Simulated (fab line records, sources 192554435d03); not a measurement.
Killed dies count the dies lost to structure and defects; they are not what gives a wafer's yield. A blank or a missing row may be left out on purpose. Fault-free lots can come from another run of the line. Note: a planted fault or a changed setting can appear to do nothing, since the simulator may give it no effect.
fab line records ; flow n5-finfet ; part 1 of 2: steps 1 to 4 of 6
record: lots: 22; wafers: 66; last-day: 17
route steps=1938 shown HKMG_FIN@462 GATE_CUT@477 MOL_CONTACT_COAG@526
lots with no fault: from the same line, run without faults
start-h: hours from the record's first day to the start of the lot's first wafer shown ; wait-h: how many hours have passed since the lot's step before this one ; " identical to the entry in the row above ; L1.1+2: one row covering several wafers at once ; - no value, or no start given ; * or withheld: withheld ; < > ~ a bound
route shown NAME@n: NAME is a module with steps in the file, n the number in the route of the first one ; usual: mean and standard deviation over wafers with no fault ; same: alike in all rows ; chamber/n: place in a boat ; sites: each site's reading ; _std_site: standard deviation of those values ; _edge_site: mean of outer sites minus mean of inner sites ; radius-mm: for every site, how far away it sits from the centre of the wafer ; mask NAME#n: copy n ; behind: the last tool/chamber to shape the wafer ; hold: why the lot went on hold/how many hours it stayed there/how the hold came to an end ; device: the transistor (n, p or np) that didn't switch ; end of line: tests of these same wafers at the route's end ; a step given without rows: its recipe and nothing more ; killed: not the wafer's yield, but the dies lost to structure and defects at the first sort ; map: a wafer's dies, x killed, . not, _ none there
set.NAME: setting as actually run; set.NAME@STEP: the setting as run at that earlier step ; model.NAME: the simulator's own value behind a step, which no gauge read
route steps across a sampled set of lots; one table per step, one row per wafer
services: a tool's chamber out of use, with start hour (start-h, from the record's first day; less than 0 if before it), hours out, and reason
== steps ==
step: N5_HKMG_FIN_CMP_94
recipe: stop-on: SiNx; post-cmp-clean: w-dilute-nh4oh; t-overpolish-s: 4.7; down-force-psi: 4; platen-rpm: 50.289; pad-velocity-m-s: 1.0006; target-thk-nm: 43.299
usual: motor-current-A: 12.2/1.2; slurry-flow-ml-min: 150.0/0.43
lot.wafer;tool;chamber;start-h;wait-h;motor-current-A;slurry-flow-ml-min
L074.2;cmp-04;2;80.20;0.4;12.1;150.6
L074.1;cmp-04;3;80.20;0.4;11.5;150.0
L074.3;cmp-04;1;80.20;0.4;9.8;150.4
L076.1;cmp-02;3;92.96;0.4;14.0;149.8
L076.4;cmp-02;2;92.96;0.4;12.3;150.1
L076.5;cmp-02;3;92.96;0.4;12.7;149.7
L077.3;cmp-04;0;96.84;0.3;11.4;149.2
L077.1;cmp-04;2;96.84;0.3;11.4;150.0
L077.5;cmp-04;0;96.84;0.3;11.1;149.3
L078.1;cmp-01;0;102.30;0.2;14.9;150.6
L078.5;cmp-01;1;102.30;0.2;13.0;149.3
L078.6;cmp-01;2;102.30;0.2;12.2;149.9
L079.1;cmp-02;1;109.14;0.3;11.7;149.6
L079.3;cmp-02;2;109.14;0.3;13.3;149.6
L079.5;cmp-02;0;109.14;0.3;11.1;150.5
L080.3;cmp-04;0;120.68;0.4;11.5;149.9
L080.2;cmp-04;1;120.68;0.4;9.6;150.4
L080.6;cmp-04;0;120.68;0.4;11.6;149.8
L081.1;cmp-01;0;121.09;0.4;14.6;149.6
L081.3;cmp-01;3;121.09;0.4;12.0;150.1
L081.5;cmp-01;1;121.09;0.4;12.9;150.3
L082.3;cmp-01;2;131.18;0.4;11.8;149.8
L082.2;cmp-01;1;131.18;0.4;12.4;150.0
L082.5;cmp-01;2;131.18;0.4;13.1;149.6
L083.3;cmp-01;3;135.50;0.4;12.9;149.9
L083.2;cmp-01;1;135.50;0.4;13.2;150.0
L083.6;cmp-01;0;135.50;0.4;14.9;149.4
L084.1;cmp-01;1;144.73;0.3;13.2;149.3
L084.5;cmp-01;3;144.73;0.3;11.9;150.2
L084.6;cmp-01;0;144.73;0.3;15.2;149.8
L085.2;cmp-02;3;147.22;0.4;12.9;149.7
L085.3;cmp-02;1;147.22;0.4;11.1;150.0
L085.4;cmp-02;2;147.22;0.4;13.0;149.9
L086.1;cmp-04;3;155.25;0.4;11.2;149.3
L086.4;cmp-04;1;155.25;0.4;9.6;150.4
L086.3;cmp-04;2;155.25;0.4;12.2;150.5
L087.3;cmp-01;3;158.31;0.3;12.4;149.8
L087.2;cmp-01;0;158.31;0.3;15.0;150.2
L087.5;cmp-01;3;158.31;0.3;12.2;149.6
L088.3;cmp-04;3;162.47;0.4;12.1;149.8
L088.2;cmp-04;0;162.47;0.4;11.2;149.7
L088.5;cmp-04;3;162.47;0.4;11.4;149.9
L089.1;cmp-01;2;171.98;0.4;11.1;151.1
L089.2;cmp-01;0;171.98;0.4;14.4;150.0
L089.3;cmp-01;1;171.98;0.4;12.2;149.7
L090.1;cmp-01;2;177.53;0.3;11.9;150.4
L090.5;cmp-01;0;177.53;0.3;14.5;150.2
L090.6;cmp-01;1;177.53;0.3;13.2;149.7
L091.1;cmp-02;2;179.98;0.4;12.5;150.3
L091.3;cmp-02;3;179.98;0.4;13.5;149.6
L091.6;cmp-02;2;179.98;0.4;12.5;150.1
L093.3;cmp-02;1;194.96;0.3;10.9;150.3
L093.6;cmp-02;3;194.96;0.3;13.3;150.0
L093.5;cmp-02;0;194.96;0.3;11.2;149.8
L094.2;cmp-02;1;200.41;0.2;11.2;150.1
L094.5;cmp-02;2;200.41;0.2;12.1;149.4
L094.6;cmp-02;3;200.41;0.2;12.9;150.3
L095.2;cmp-01;2;207.07;0.4;12.0;149.3
L095.1;cmp-01;3;207.07;0.4;12.3;149.7
L095.4;cmp-01;1;207.07;0.4;13.0;149.9
L096.4;cmp-02;2;211.42;0.3;12.7;149.5
L096.6;cmp-02;1;211.42;0.3;10.9;150.2
L096.5;cmp-02;2;211.42;0.3;12.2;149.8
L097.1;cmp-02;0;220.12;0.4;11.1;150.2
L097.2;cmp-02;2;220.12;0.4;12.4;150.7
L097.6;cmp-02;0;220.12;0.4;11.6;149.7
step: N5_GATE_CUT_HM_DEP_46
recipe: material: SiO2; target-thk-a: 1300; temp-c: 400; precursor: TEOS/O2; pressure-torr: 6.5; rf-w: 900; teos-flow-sccm: 161.4; gas: O2; flow-sccm: 2650; time-s: 26.6
usual: heater-power-w: 527/79; rf-fwd-power-W: 890/3.3; showerhead-plenum-p-Torr: 8.36/0.043; throttle-valve-pct: 18.6/1
lot.wafer;tool;chamber;start-h;wait-h;heater-power-w;rf-fwd-power-W;showerhead-plenum-p-Torr;throttle-valve-pct
L074.1;pecvd-01;2;83.67;0.0;480;888;8.34;16.9
L074.2;pecvd-01;1;83.67;0.0;535;892;8.38;18.4
L074.3;pecvd-01;0;83.67;0.0;505;886;8.32;19.5
L076.1;pecvd-04;1;96.43;0.0;585;893;8.41;18.4
L076.4;pecvd-04;2;96.43;0.0;565;892;8.33;17.1
L076.5;pecvd-04;0;96.43;0.0;503;890;8.32;19.4
L077.1;pecvd-03;0;100.51;0.0;628;888;8.41;19.0
L077.3;pecvd-03;1;100.51;0.0;484;888;8.40;19.9
L077.5;pecvd-03;2;100.51;0.0;630;884;8.32;18.7
L078.1;pecvd-01;2;105.80;0.0;408;888;8.34;16.8
L078.5;pecvd-01;0;105.80;0.0;444;889;8.31;19.8
L078.6;pecvd-01;1;105.80;0.0;569;887;8.37;18.6
L079.1;pecvd-01;0;112.78;0.0;428;892;8.33;19.7
L079.3;pecvd-01;2;112.78;0.0;475;891;8.32;16.8
L079.5;pecvd-01;2;112.78;0.0;482;892;8.31;17.0
L080.2;pecvd-01;2;124.15;0.0;470;891;8.33;16.8
L080.3;pecvd-01;1;124.15;0.0;527;886;8.40;18.4
L080.6;pecvd-01;0;124.15;0.0;426;893;8.33;19.7
L081.1;pecvd-03;2;124.57;0.0;502;885;8.36;18.9
L081.3;pecvd-03;1;124.57;0.0;556;892;8.41;19.9
L081.5;pecvd-03;2;124.57;0.0;534;887;8.33;18.7
L082.2;pecvd-01;1;134.78;0.0;572;891;8.40;18.1
L082.3;pecvd-01;0;134.78;0.0;391;887;8.32;19.6
L082.5;pecvd-01;2;134.78;0.0;477;900;8.33;17.1
L083.2;pecvd-01;2;139.05;0.0;482;891;8.32;17.0
L083.3;pecvd-01;1;139.05;0.0;484;891;8.40;18.6
L083.6;pecvd-01;2;139.05;0.0;478;893;8.32;16.9
L084.1;pecvd-03;0;148.14;0.0;607;894;8.43;18.7
L084.5;pecvd-03;2;148.14;0.0;509;891;8.35;18.6
L084.6;pecvd-03;1;148.14;0.0;477;898;8.43;19.8
L085.2;pecvd-03;1;150.96;0.0;567;890;8.42;19.9
L085.3;pecvd-03;2;150.96;0.0;601;889;8.33;18.9
L085.4;pecvd-03;2;150.96;0.0;565;887;8.33;18.8
L086.1;pecvd-04;1;158.73;0.0;659;885;8.41;18.0
L086.3;pecvd-04;2;158.73;0.0;656;889;8.32;17.2
L086.4;pecvd-04;1;158.73;0.0;671;883;8.39;18.0
L087.2;pecvd-04;0;161.87;0.0;445;889;8.32;19.4
L087.3;pecvd-04;1;161.87;0.0;672;890;8.39;17.8
L087.5;pecvd-04;1;161.87;0.0;682;886;8.39;18.0
L088.2;pecvd-01;0;165.94;0.0;420;890;8.32;19.6
L088.3;pecvd-01;2;165.94;0.0;453;893;8.32;16.7
L088.5;pecvd-01;0;165.94;0.0;421;888;8.33;19.5
L089.1;pecvd-01;0;175.74;0.0;481;891;8.30;19.6
L089.2;pecvd-01;2;175.74;0.0;382;894;8.35;17.2
L089.3;pecvd-01;1;175.74;0.0;500;885;8.39;18.4
L090.1;pecvd-01;1;182.81;0.0;622;886;8.38;18.6
L090.5;pecvd-01;2;182.81;0.0;469;891;8.32;17.4
L090.6;pecvd-01;1;182.81;0.0;466;886;8.39;18.4
L091.1;pecvd-03;1;185.11;0.0;582;891;8.41;20.0
L091.3;pecvd-03;2;185.11;0.0;540;884;8.32;18.9
L091.6;pecvd-03;0;185.11;0.0;697;889;8.42;19.3
L093.3;pecvd-01;1;198.60;0.1;586;887;8.40;18.4
L093.5;pecvd-01;1;198.60;0.1;586;889;8.38;18.8
L093.6;pecvd-01;0;198.60;0.1;506;893;8.31;19.9
L094.2;pecvd-03;0;204.53;0.0;657;887;8.41;19.2
L094.5;pecvd-03;1;204.53;0.0;549;889;8.41;19.8
L094.6;pecvd-03;0;204.53;0.0;686;888;8.44;19.3
L095.1;pecvd-01;2;210.54;0.0;474;890;8.31;17.0
L095.2;pecvd-01;0;210.54;0.0;462;891;8.33;19.7
L095.4;pecvd-01;1;210.54;0.0;610;887;8.39;18.5
L096.4;pecvd-01;2;215.59;0.1;407;893;8.32;17.1
L096.5;pecvd-01;0;215.59;0.1;472;890;8.33;19.6
L096.6;pecvd-01;1;215.59;0.1;507;889;8.39;18.6
L097.1;pecvd-01;1;223.71;0.0;606;887;8.40;18.6
L097.2;pecvd-01;2;223.71;0.0;402;893;8.33;17.4
L097.6;pecvd-01;2;223.71;0.0;419;889;8.33;17.1
step: N5_GATE_CUT_CUT_ETCH_55
recipe: chemistry: BCl3; target: HfO2; mask-material: SiO2; target-depth-a: 32; ion-energy-ev: 30; pressure-mtorr: 5; icp-w: 450; bias-w: 18; bcl3-flow-sccm: 80
usual: drypump-motor-current-A: 5.5/0.39; he-backside-leak-sccm: 3.4/0.33; oes-product-au: 0.77/0.11; rf-fwd-power-W: 441.5/2.6; throttle-valve-pct: 32.9/0.31
lot.wafer;tool;chamber;start-h;wait-h;drypump-motor-current-A;he-backside-leak-sccm;oes-product-au;rf-fwd-power-W;rf-hours-counter-h;throttle-valve-pct
L074.1;rie-metal-02;0;84.65;0.0;6.0;3.3;0.61;439.3;127;33.4
L074.2;rie-metal-02;1;84.65;0.0;5.1;3.8;0.86;439.6;10;32.8
L074.3;rie-metal-02;1;84.65;0.0;5.2;3.6;0.86;437.8;-;32.8
L076.1;rie-metal-02;1;97.54;0.0;5.1;3.6;0.85;440.5;11;32.9
L076.4;rie-metal-02;0;97.54;0.0;6.0;3.5;0.61;440.2;-;33.4
L076.5;rie-metal-02;0;97.54;0.0;6.0;3.2;0.61;439.5;-;33.4
L077.1;rie-metal-01;0;101.48;0.0;5.3;3.2;0.78;445.6;49;32.7
L077.3;rie-metal-01;1;101.48;0.0;5.2;3.4;0.92;437.9;-;32.7
L077.5;rie-metal-01;0;101.48;0.0;5.3;3.0;0.77;443.3;-;32.7
L078.1;rie-metal-02;1;106.90;0.0;5.1;3.6;0.85;441.1;12;32.8
L078.5;rie-metal-02;0;106.90;0.0;6.0;3.5;0.61;439.1;-;33.4
L078.6;rie-metal-02;1;106.90;0.0;5.1;3.6;0.84;441.0;-;32.8
L079.1;rie-metal-01;1;113.97;0.0;5.2;3.4;0.92;440.6;7;32.7
L079.3;rie-metal-01;0;113.97;0.0;5.3;3.0;0.78;443.7;-;32.7
L079.5;rie-metal-01;1;113.97;0.0;5.2;3.4;0.92;437.3;-;32.7
L080.2;rie-metal-02;1;125.13;0.0;5.1;3.4;0.85;439.1;14;32.8
L080.3;rie-metal-02;1;125.13;0.0;5.1;3.1;0.84;438.1;-;32.8
L080.6;rie-metal-02;0;125.13;0.0;6.0;3.3;0.61;437.8;-;33.4
L081.1;rie-metal-03;0;125.66;0.0;5.4;3.5;0.73;442.4;72;33.1
L081.3;rie-metal-03;1;125.66;0.0;6.2;3.2;0.60;441.4;-;33.5
L081.5;rie-metal-03;0;125.66;0.0;5.4;3.3;0.72;443.6;-;33.1
L082.2;rie-metal-03;0;136.25;0.0;5.4;3.4;0.72;442.9;73;33.1
L082.3;rie-metal-03;1;136.25;0.0;6.2;3.3;0.60;441.0;-;33.5
L082.5;rie-metal-03;0;136.25;0.0;5.4;3.3;0.73;443.2;-;33.1
L083.2;rie-metal-03;1;140.03;0.0;6.2;3.2;0.60;444.2;140;33.5
L083.3;rie-metal-03;1;140.03;0.0;6.2;3.2;0.60;442.8;-;33.5
L083.6;rie-metal-03;0;140.03;0.0;5.4;3.5;0.72;444.4;-;33.1
L084.1;rie-metal-01;0;149.24;0.0;5.3;3.1;0.76;442.6;52;32.7
L084.5;rie-metal-01;1;149.24;0.0;5.2;3.5;0.92;438.0;-;32.7
L084.6;rie-metal-01;0;149.24;0.0;5.3;3.4;0.77;441.9;-;32.7
L085.2;rie-metal-03;0;152.07;0.1;5.4;3.5;0.73;445.2;-;33.1
L085.3;rie-metal-03;0;152.07;0.1;5.4;3.3;0.72;442.9;-;33.1
L085.4;rie-metal-03;0;152.07;0.1;5.4;3.4;0.72;442.7;-;33.1
L086.1;rie-metal-01;0;160.11;0.0;5.3;3.2;0.76;444.4;54;32.7
L086.3;rie-metal-01;0;160.11;0.0;5.3;3.1;0.76;444.4;-;32.7
L086.4;rie-metal-01;1;160.11;0.0;5.2;3.5;0.90;439.0;-;32.7
L087.2;rie-metal-01;0;162.97;0.0;5.3;3.1;0.76;443.5;54;32.7
L087.3;rie-metal-01;0;162.97;0.0;5.3;3.2;0.76;441.7;-;32.7
L087.5;rie-metal-01;1;162.97;0.0;5.2;3.5;0.91;437.4;-;32.7
L088.2;rie-metal-03;0;167.06;0.1;5.4;3.2;0.71;444.1;-;33.1
L088.3;rie-metal-03;0;167.06;0.1;5.4;3.5;0.72;444.1;-;33.1
L088.5;rie-metal-03;0;167.06;0.1;5.4;3.5;0.72;444.5;-;33.1
L089.1;rie-metal-02;1;176.71;0.0;5.1;3.5;0.81;439.9;18;32.8
L089.2;rie-metal-02;0;176.71;0.0;6.0;3.3;0.60;439.5;135;33.4
L089.3;rie-metal-02;0;176.71;0.0;6.0;3.5;0.60;439.8;-;33.4
L090.1;rie-metal-03;1;183.79;0.0;6.2;3.1;0.98;444.3;0;32.4
L090.5;rie-metal-03;1;183.79;0.0;6.2;3.1;0.97;443.4;-;32.4
L090.6;rie-metal-03;0;183.79;0.0;5.4;3.5;0.70;445.8;-;33.1
L091.1;rie-metal-03;0;186.20;0.0;5.4;6.3;0.70;445.3;80;33.1
L091.3;rie-metal-03;0;186.20;0.0;5.4;3.4;0.71;444.0;-;33.1
L091.6;rie-metal-03;0;186.20;0.0;5.4;3.4;0.71;445.4;-;33.1
L093.3;rie-metal-02;1;200.33;0.1;5.2;3.8;0.82;437.1;-;32.9
L093.5;rie-metal-02;1;200.33;0.1;5.1;3.5;0.82;439.2;-;32.9
L093.6;rie-metal-02;1;200.33;0.1;5.1;3.9;0.81;437.5;-;32.8
L094.2;rie-metal-03;0;205.65;0.0;5.4;3.5;0.69;444.1;81;33.1
L094.5;rie-metal-03;1;205.65;0.0;6.2;3.1;0.95;444.8;-;32.4
L094.6;rie-metal-03;0;205.65;0.0;5.4;3.5;0.70;445.7;-;33.1
L095.1;rie-metal-01;0;211.53;0.0;5.3;3.2;0.75;445.3;59;32.7
L095.2;rie-metal-01;1;211.53;0.0;5.2;3.5;0.88;438.3;15;32.7
L095.4;rie-metal-01;1;211.53;0.0;5.2;3.6;0.88;438.0;-;32.7
L096.4;rie-metal-03;1;216.55;0.0;6.2;3.1;0.94;442.6;-;32.4
L096.5;rie-metal-03;1;216.55;0.0;6.2;3.0;0.94;441.7;-;32.4
L096.6;rie-metal-03;0;216.55;0.0;5.4;3.2;0.70;443.9;-;33.1
L097.1;rie-metal-03;0;224.84;0.0;5.4;3.4;0.70;446.1;83;33.1
L097.2;rie-metal-03;1;224.84;0.0;6.2;3.1;0.94;440.8;4;32.4
L097.6;rie-metal-03;1;224.84;0.0;6.2;3.1;0.93;442.2;-;32.4
step: N5_GATE_CUT_ETCH_47
recipe: chemistry: Cl2/BCl3; target: SiO2; target-depth-a: 100; pressure-mtorr: 10; icp-w: 1000; bias-w: 126; Cl2_flow_sccm: 53.25; bcl3-flow-sccm: 21.75; Ar_flow_sccm: 25
usual: drypump-motor-current-A: 5.5/0.39; he-backside-leak-sccm: 3.4/0.34; mfc-ar-sccm: 24.99/0.072; mfc-cl2-sccm: 53.25/0.15; oes-product-au: 0.77/0.11; rf-fwd-power-W: 981/5.7; throttle-valve-pct: 22.78/0.17
lot.wafer;tool;chamber;start-h;wait-h;drypump-motor-current-A;he-backside-leak-sccm;mfc-ar-sccm;mfc-cl2-sccm;oes-product-au;rf-fwd-power-W;rf-hours-counter-h;throttle-valve-pct
L074.1;rie-metal-02;0;84.68;0.0;6.0;3.6;24.88;53.29;0.62;973;127;23.01
L074.2;rie-metal-02;1;84.68;0.0;5.2;3.6;24.93;53.19;0.86;979;10;22.58
L074.3;rie-metal-02;1;84.68;0.0;5.1;3.5;25.00;53.11;0.85;971;-;22.59
L076.1;rie-metal-02;1;97.57;0.0;5.2;3.3;25.06;53.20;0.86;973;11;22.59
L076.4;rie-metal-02;0;97.57;0.0;6.0;3.4;24.93;53.23;0.61;977;-;23.02
L076.5;rie-metal-02;0;97.57;0.0;6.0;3.2;24.86;53.32;0.61;977;-;23.00
L077.1;rie-metal-01;0;101.51;0.0;5.3;3.5;24.80;53.33;0.78;987;49;22.87
L077.3;rie-metal-01;1;101.51;0.0;5.2;3.5;25.06;53.26;0.93;982;-;22.67
L077.5;rie-metal-01;0;101.51;0.0;5.3;3.5;24.94;53.37;0.77;981;-;22.89
L078.1;rie-metal-02;1;106.93;0.0;5.1;3.3;25.01;53.32;0.85;976;12;22.57
L078.5;rie-metal-02;0;106.93;0.0;6.0;3.4;24.95;53.26;0.60;974;-;23.02
L078.6;rie-metal-02;1;106.93;0.0;5.1;3.1;24.99;52.98;0.85;978;-;22.60
L079.1;rie-metal-01;1;114.00;0.0;5.2;3.6;25.00;53.68;0.92;975;7;22.68
L079.3;rie-metal-01;0;114.00;0.0;5.3;3.3;25.03;52.95;0.77;979;-;22.89
L079.5;rie-metal-01;1;114.00;0.0;5.2;3.5;24.90;53.32;0.92;976;-;22.67
L080.2;rie-metal-02;1;125.16;0.0;5.1;3.5;25.01;53.26;0.86;974;14;22.60
L080.3;rie-metal-02;1;125.16;0.0;5.2;3.6;24.92;53.40;0.85;975;-;22.58
L080.6;rie-metal-02;0;125.16;0.0;6.0;3.5;25.10;53.27;0.61;979;-;23.02
L081.1;rie-metal-03;0;125.69;0.0;5.4;3.6;25.02;53.24;0.72;980;72;22.84
L081.3;rie-metal-03;1;125.69;0.0;6.2;3.3;25.03;53.12;0.60;985;-;23.07
L081.5;rie-metal-03;0;125.69;0.0;5.4;3.3;24.98;53.20;0.72;986;-;22.82
L082.2;rie-metal-03;0;136.28;0.0;5.4;3.4;25.07;53.16;0.72;986;73;22.84
L082.3;rie-metal-03;1;136.28;0.0;6.2;3.4;24.99;53.11;0.60;984;-;23.08
L082.5;rie-metal-03;0;136.28;0.0;5.4;3.4;24.96;53.34;0.72;982;-;22.81
L083.2;rie-metal-03;1;140.06;0.0;6.2;3.4;24.93;53.45;0.60;985;140;23.09
L083.3;rie-metal-03;1;140.06;0.0;6.2;3.2;25.04;53.22;0.60;984;-;23.09
L083.6;rie-metal-03;0;140.06;0.0;5.4;3.4;25.00;53.09;0.72;988;-;22.82
L084.1;rie-metal-01;0;149.27;0.0;5.3;3.3;24.98;53.40;0.77;978;52;22.88
L084.5;rie-metal-01;1;149.27;0.0;5.2;3.5;25.06;53.12;0.91;975;-;22.67
L084.6;rie-metal-01;0;149.27;0.0;5.3;3.1;25.01;53.13;0.77;983;-;22.87
L085.2;rie-metal-03;0;152.13;0.1;5.4;3.6;24.89;53.42;0.71;984;-;22.83
L085.3;rie-metal-03;0;152.13;0.1;5.4;3.5;24.92;53.28;0.71;986;-;22.82
L085.4;rie-metal-03;0;152.13;0.1;5.4;3.5;24.90;53.13;0.71;985;-;22.83
L086.1;rie-metal-01;0;160.14;0.0;5.3;3.2;25.04;53.18;0.76;986;54;22.89
L086.3;rie-metal-01;0;160.14;0.0;5.3;3.1;25.00;53.19;0.76;989;-;22.90
L086.4;rie-metal-01;1;160.14;0.0;5.2;3.3;24.98;53.18;0.91;970;-;22.69
L087.2;rie-metal-01;0;163.00;0.0;5.3;3.3;24.97;53.35;0.76;983;54;22.90
L087.3;rie-metal-01;0;163.00;0.0;5.3;3.3;24.98;53.24;0.76;987;-;22.91
L087.5;rie-metal-01;1;163.00;0.0;5.2;3.4;25.01;53.05;0.88;975;-;22.69
L088.2;rie-metal-03;0;167.12;0.1;5.4;3.5;25.09;53.36;0.72;988;-;22.83
L088.3;rie-metal-03;0;167.12;0.1;5.4;3.4;25.04;53.44;0.71;990;-;22.83
L088.5;rie-metal-03;0;167.12;0.1;5.4;3.5;25.05;53.43;0.71;987;-;22.83
L089.1;rie-metal-02;1;176.74;0.0;5.2;3.2;24.97;53.06;0.83;979;18;22.60
L089.2;rie-metal-02;0;176.74;0.0;6.0;3.1;24.95;53.10;0.60;977;135;23.03
L089.3;rie-metal-02;0;176.74;0.0;6.0;3.4;24.90;53.34;0.60;978;-;23.02
L090.1;rie-metal-03;1;183.82;0.0;6.2;3.0;24.89;53.34;0.98;987;0;22.52
L090.5;rie-metal-03;1;183.82;0.0;6.2;3.2;24.87;53.29;0.99;984;-;22.53
L090.6;rie-metal-03;0;183.82;0.0;5.4;3.3;24.86;52.94;0.71;985;-;22.83
L091.1;rie-metal-03;0;186.23;0.0;5.4;3.7;24.94;53.08;0.71;984;80;22.83
L091.3;rie-metal-03;0;186.23;0.0;5.4;3.7;25.03;53.19;0.71;987;-;22.85
L091.6;rie-metal-03;0;186.23;0.0;5.4;3.6;24.96;52.98;0.70;987;-;22.84
L093.3;rie-metal-02;1;200.39;0.1;5.2;3.5;25.01;53.13;0.81;975;-;22.60
L093.5;rie-metal-02;1;200.39;0.1;5.1;3.7;25.13;53.23;0.82;971;-;22.61
L093.6;rie-metal-02;1;200.39;0.1;5.1;3.5;25.03;53.39;0.81;972;-;22.60
L094.2;rie-metal-03;0;205.68;0.0;5.4;3.5;25.02;53.21;0.69;993;81;22.85
L094.5;rie-metal-03;1;205.68;0.0;6.2;3.0;25.00;53.16;0.96;982;-;22.52
L094.6;rie-metal-03;0;205.68;0.0;5.4;3.3;24.96;53.24;0.70;987;-;22.84
L095.1;rie-metal-01;0;211.56;0.0;5.3;3.4;24.98;53.32;0.74;984;59;22.89
L095.2;rie-metal-01;1;211.56;0.0;5.2;3.6;25.11;53.24;0.88;974;15;22.71
L095.4;rie-metal-01;1;211.56;0.0;5.2;3.5;25.18;52.85;0.87;976;-;22.69
L096.4;rie-metal-03;1;216.58;0.0;6.2;3.1;24.90;53.21;0.93;985;-;22.51
L096.5;rie-metal-03;1;216.58;0.0;6.2;3.1;25.00;53.06;0.94;981;-;22.52
L096.6;rie-metal-03;0;216.58;0.0;5.4;3.8;24.93;53.34;0.70;986;-;22.86
L097.1;rie-metal-03;0;224.87;0.0;5.4;3.3;25.10;53.05;0.70;987;83;22.84
L097.2;rie-metal-03;1;224.87;0.0;6.2;3.1;25.06;53.23;0.94;985;4;22.52
L097.6;rie-metal-03;1;224.87;0.0;6.2;3.1;24.94;53.42;0.93;984;-;22.52
